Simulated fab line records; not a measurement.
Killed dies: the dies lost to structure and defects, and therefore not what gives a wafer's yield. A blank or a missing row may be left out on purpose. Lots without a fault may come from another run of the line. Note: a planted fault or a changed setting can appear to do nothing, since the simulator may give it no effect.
Chamber matching ; flow n5_finfet ; N5_BEOL_M5_PRE_CLEAN_77 on cvd_co-02 has 3 sister chambers
The step time 15 s. 3 wafers are shown with their chamber, then 8 later ones without.

== WAFERS, EACH WITH ITS CHAMBER ==
wafer;chamber;heater_power_w (W)
L929.3;1;86
L937.6;2;94
L942.2;0;69

== WAFERS WHOSE CHAMBER IS MISSING ==
wafer;heater_power_w (W)
L942.3;84
L942.6;98
L945.1;98
L945.2;69
L945.4;72
L947.2;84
L947.5;69
L947.6;84

== EACH ONE'S CHAMBER ==
wafer;from the rows above;in truth
L942.3;1;1
L942.6;2;2
L945.1;2;2
L945.2;0;0
L945.4;0;0
L947.2;1;1
L947.5;0;0
L947.6;1;1
8 of 8 placed correctly. Can't be placed from these rows: 0. 0 placed wrongly.
How it was worked out, from the rows above alone: a wafer's distance from a chamber is the root of the sum, over the readings, of the square of ((its reading less the chamber's mean) divided by the reading's scatter). If the next closest chamber is less than 2 further off than the closest, the wafer can't be placed; otherwise it belongs to the closest. The mean given for a chamber averages the wafers shown for that chamber. The scatter: root of mean squared gap, hidden wafer to nearest shown wafer, with one shown wafer a chamber.
